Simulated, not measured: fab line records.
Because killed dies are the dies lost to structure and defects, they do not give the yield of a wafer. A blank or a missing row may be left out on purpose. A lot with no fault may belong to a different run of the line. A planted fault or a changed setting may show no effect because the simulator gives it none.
Matching of chambers / flow n5_finfet / N5_BEOL_M11_CURE_71 on uv_cure-03: 3 sister chambers
The step cures SiCOH lowk, time 240 s. 6 wafers are shown with their chamber, then 12 later ones without.

WAFERS PAIRED WITH THEIR CHAMBERS
wafer=L090.4; chamber=1; wafer_temp_C_max=386.2; lamp_power_pct (%)=52.18
wafer=L090.6; chamber=1; wafer_temp_C_max=386.2; lamp_power_pct (%)=52.39
wafer=L088.5; chamber=2; wafer_temp_C_max=386.5; lamp_power_pct (%)=52.28
wafer=L088.6; chamber=2; wafer_temp_C_max=386.4; lamp_power_pct (%)=52.25
wafer=L087.2; chamber=0; wafer_temp_C_max=386.6; lamp_power_pct (%)=52.47
wafer=L087.6; chamber=0; wafer_temp_C_max=386.0; lamp_power_pct (%)=52.31

WAFERS WHOSE CHAMBER IS MISSING
wafer=L091.3; wafer_temp_C_max=386.2; lamp_power_pct (%)=52.40
wafer=L091.4; wafer_temp_C_max=386.4; lamp_power_pct (%)=52.26
wafer=L091.5; wafer_temp_C_max=386.8; lamp_power_pct (%)=52.39
wafer=L094.2; wafer_temp_C_max=385.8; lamp_power_pct (%)=52.30
wafer=L094.3; wafer_temp_C_max=386.5; lamp_power_pct (%)=52.33
wafer=L094.4; wafer_temp_C_max=385.7; lamp_power_pct (%)=52.26
wafer=L095.1; wafer_temp_C_max=386.4; lamp_power_pct (%)=52.30
wafer=L095.2; wafer_temp_C_max=386.0; lamp_power_pct (%)=52.28
wafer=L095.6; wafer_temp_C_max=386.6; lamp_power_pct (%)=52.40
wafer=L097.4; wafer_temp_C_max=387.2; lamp_power_pct (%)=52.32
wafer=L097.5; wafer_temp_C_max=386.7; lamp_power_pct (%)=52.32
wafer=L097.6; wafer_temp_C_max=386.3; lamp_power_pct (%)=52.32

WHICH CHAMBER EACH WENT THROUGH
wafer=L091.3; from the rows above=can't be placed: 0 or 1 or 2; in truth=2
wafer=L091.4; from the rows above=can't be placed: 2 or 1 or 0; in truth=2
wafer=L091.5; from the rows above=can't be placed: 2 or 0 or 1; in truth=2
wafer=L094.2; from the rows above=can't be placed: 1 or 0 or 2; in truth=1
wafer=L094.3; from the rows above=can't be placed: 2 or 0 or 1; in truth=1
wafer=L094.4; from the rows above=can't be placed: 1 or 0 or 2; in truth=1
wafer=L095.1; from the rows above=can't be placed: 2 or 1 or 0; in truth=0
wafer=L095.2; from the rows above=can't be placed: 1 or 0 or 2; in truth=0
wafer=L095.6; from the rows above=can't be placed: 0 or 2 or 1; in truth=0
wafer=L097.4; from the rows above=can't be placed: 2 or 0 or 1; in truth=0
wafer=L097.5; from the rows above=can't be placed: 2 or 0 or 1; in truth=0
wafer=L097.6; from the rows above=can't be placed: 1 or 0 or 2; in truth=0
Placed correctly: 0 of 12. These rows do not allow placing 12 (true chamber among the candidates in 12). Number placed wrongly: 0.
How it was worked out, from the rows above alone: a wafer's distance from a chamber is the root of the sum, over the readings, of the square of ((its reading less the chamber's mean) divided by the reading's scatter). The wafer belongs to the nearest chamber; if the next one is less than 2 further off, it can't be placed. A chamber's mean is the mean of its shown wafers. The scatter: the root of (the sum of the squares of (reading less its chamber's mean) over the shown wafers, divided by (wafers less chambers)).
